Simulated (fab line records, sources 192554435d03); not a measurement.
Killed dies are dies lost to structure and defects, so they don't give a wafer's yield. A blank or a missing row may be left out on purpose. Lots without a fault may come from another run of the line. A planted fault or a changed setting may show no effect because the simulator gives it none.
Chamber matching | flow n5_finfet | N5_BEOL_M11_STRIP_36 on rie_diel-06: 4 sister chambers
The step strips in N2/H2. 8 wafers are shown with their chamber, then 7 later ones without.

WAFERS WITH THEIR CHAMBER
wafer  | chamber | showerhead_plenum_p_Torr (Torr) | throttle_valve_pct (%)
L078.1 | 0       | 2.70                            | 23.6
L078.6 | 2       | 2.72                            | 24.3
L082.3 | 2       | 2.72                            | 24.3
L084.2 | 3       | 2.46                            | 23.5
L084.4 | 1       | 2.63                            | 24.1
L084.5 | 1       | 2.63                            | 24.1
L087.3 | 0       | 2.69                            | 23.7
L087.5 | 3       | 2.46                            | 23.5

WAFERS WITHOUT THEIR CHAMBER
wafer  | showerhead_plenum_p_Torr (Torr) | throttle_valve_pct (%)
L087.6 | 2.71                            | 24.3
L088.3 | 2.69                            | 23.6
L088.5 | 2.62                            | 24.1
L088.6 | 2.69                            | 23.6
L097.2 | 2.71                            | 24.3
L097.4 | 2.62                            | 24.1
L097.6 | 2.68                            | 23.7

WHICH CHAMBER EACH WENT THROUGH
wafer  | from the rows above | in truth
L087.6 | 2                   | 2
L088.3 | 0                   | 0
L088.5 | 1                   | 1
L088.6 | 0                   | 0
L097.2 | 2                   | 2
L097.4 | 1                   | 1
L097.6 | 0                   | 0
Placed correctly: 7 of 7. Can't be placed from these rows: 0. Placed wrongly: 0.
How it was worked out, from the rows above alone: a wafer's distance from a chamber is the root of the sum, over the readings, of the square of ((its reading less the chamber's mean) divided by the reading's scatter). The wafer belongs to the nearest chamber; if the next one is less than 2 further off, it can't be placed. A chamber's mean is the mean of its shown wafers. The scatter: the root of (the sum of the squares of (reading less its chamber's mean) over the shown wafers, divided by (wafers less chambers)).
